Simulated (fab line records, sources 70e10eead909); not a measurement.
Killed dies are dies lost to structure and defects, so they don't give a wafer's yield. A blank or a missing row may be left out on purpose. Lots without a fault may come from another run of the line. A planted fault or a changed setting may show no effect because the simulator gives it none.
Chamber matching | flow nand_harc | NHARC_P_M0_ETCH_34 on rie_diel-06: 4 sister chambers
The step etches the open film in N2/H2, target depth 40 nm, overetch 12 nm, time 43.94 s. 4 wafers are shown with their chamber, then 7 later ones without.

WAFERS WITH THEIR CHAMBER
wafer  | chamber | showerhead_plenum_p_Torr (Torr)
L075.5 | 1       | 1.93
L080.2 | 0       | 2.13
L085.2 | 3       | 1.98
L085.3 | 2       | 1.97

WAFERS WITHOUT THEIR CHAMBER
wafer  | showerhead_plenum_p_Torr (Torr)
L085.4 | 1.92
L092.4 | 1.96
L092.5 | 2.12
L092.6 | 1.97
L097.1 | 2.11
L097.2 | 1.90
L097.5 | 1.95

WHICH CHAMBER EACH WENT THROUGH
wafer  | from the rows above          | in truth
L085.4 | 1                            | 1
L092.4 | can't be placed: 2 or 3 or 1 | 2
L092.5 | 0                            | 0
L092.6 | can't be placed: 2 or 3      | 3
L097.1 | 0                            | 0
L097.2 | 1                            | 1
L097.5 | can't be placed: 1 or 2 or 3 | 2
Placed correctly: 4 of 7. Can't be placed from these rows: 3 (the true chamber is among the candidates in 3). Placed wrongly: 0.
How it was worked out, from the rows above alone: a wafer's distance from a chamber is the root of the sum, over the readings, of the square of ((its reading less the chamber's mean) divided by the reading's scatter). The wafer belongs to the nearest chamber; if the next one is less than 2 further off, it can't be placed. A chamber's mean is the mean of its shown wafers. The scatter: with one shown wafer a chamber, the root of the mean of the squares of how far each hidden wafer lies from its nearest shown one.
